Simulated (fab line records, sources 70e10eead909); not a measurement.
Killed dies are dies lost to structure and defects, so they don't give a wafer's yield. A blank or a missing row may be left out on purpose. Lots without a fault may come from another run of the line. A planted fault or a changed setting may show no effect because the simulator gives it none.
A struck lot beside a sound one | flow nand_harc | 14 steps out of a route of 1159
Sound: wafers L661.2, L661.5, L661.6. Struck: wafer L675.1. (L675.3, L675.6 of the same lot were not struck and are left out.) The cause comes at the end.
At each step with rows: each side's tool, then ch and its chambers, then its first start. Under that, the readings that differ: sound wafers | struck wafers | difference of the means | sigmas: that difference in standard deviations of wafers without a fault.
alike: readings whose means differ by less than 2 such deviations, and words and numbers that are the same on both sides. not compared: withheld readings, readings that some wafer has no value for, bounds like >300 that may hide the same value, and numbers for which the record gives no deviation and whose values overlap.
The two part at a step that has a row with sigmas, a row that says differs or no value, or rows on one side only. Numbers that don't overlap but have no deviation are shown without sigmas and don't part them. A reading that every wafer of one side lacks parts them only if that side has two wafers or more.

first, 2 steps without rows for these wafers: NHARC_A_SOURCE_PLATE_CVD_03 (deposits poly-Si, target thk 200 nm, time 4000 s); NHARC_A_SOURCE_PLATE_ANNEAL_05 (time 1800 s).
NHARC_A_SOURCE_PLATE_THK_MEAS_06: measures by ellipsometry.
  sound on film_metro-01, day 7 08:42; struck on film_metro-01, day 10 17:03
  alike: thk_nm
NHARC_A_SOURCE_PLATE_INSPECT_08:
  sound on defect_inspect-02, day 7 08:46; struck on defect_inspect-01, day 10 17:07
  alike: raw_defect_count
then, 1 step without rows for these wafers: NHARC_A_ONON_D1_DEP_00 (target thk 1000 nm).
NHARC_A_ONON_D1_THK_MEAS_02: measures by ellipsometry.
  sound on film_metro-02, day 7 09:20; struck on film_metro-01, day 10 17:41
  alike: thk_nm
then, 1 step without rows for these wafers: NHARC_A_ONON_D1_DEP_03 (target thk 1000 nm).
NHARC_A_ONON_D1_THK_MEAS_05: measures by ellipsometry.
  sound on film_metro-02, day 7 09:54; struck on film_metro-01, day 10 18:16
  alike: thk_nm
then, 1 step without rows for these wafers: NHARC_A_ONON_D1_DEP_06 (target thk 1000 nm).
NHARC_A_ONON_D1_THK_MEAS_08: measures by ellipsometry.
  sound on film_metro-01, day 7 10:28; struck on film_metro-01, day 10 18:49
  reading     | sound          | struck | difference | sigmas
  thk_nm (nm) | 1006 1005 1005 | 980    | -25        | -2
NHARC_A_ONON_D1_DEP_09: target thk 1000 nm.
  sound on pecvd_onon-02 ch 0, day 7 10:35; struck on pecvd_onon-02 ch 0, day 10 18:53
  alike: nh3_flow_sccm, sih4_flow_sccm
NHARC_A_ONON_D1_THK_MEAS_11: measures by ellipsometry.
  sound on film_metro-02, day 7 11:02; struck on film_metro-02, day 10 19:24
  reading     | sound          | struck | difference | sigmas
  thk_nm (nm) | 1002 1002 1002 | 706    | -296       | -31
then, 1 step without rows for these wafers: NHARC_A_ONON_D1_DEP_12 (target thk 1000 nm).
-- the record jumps here: 11 days lie between the struck wafers' starts before and after (it left off in module A_ONON_D1 and takes up again in module END, whose first step shown is number 1159 of the route) --
NHARC_END_SORT_01:
  the record has rows for the struck wafers here (prober-01 ch 0, day 22 03:27) and none for the sound ones

WHERE THEY PART
First at NHARC_A_ONON_D1_THK_MEAS_08; last, within this record, at NHARC_END_SORT_01.

WHY: what the simulator had put in
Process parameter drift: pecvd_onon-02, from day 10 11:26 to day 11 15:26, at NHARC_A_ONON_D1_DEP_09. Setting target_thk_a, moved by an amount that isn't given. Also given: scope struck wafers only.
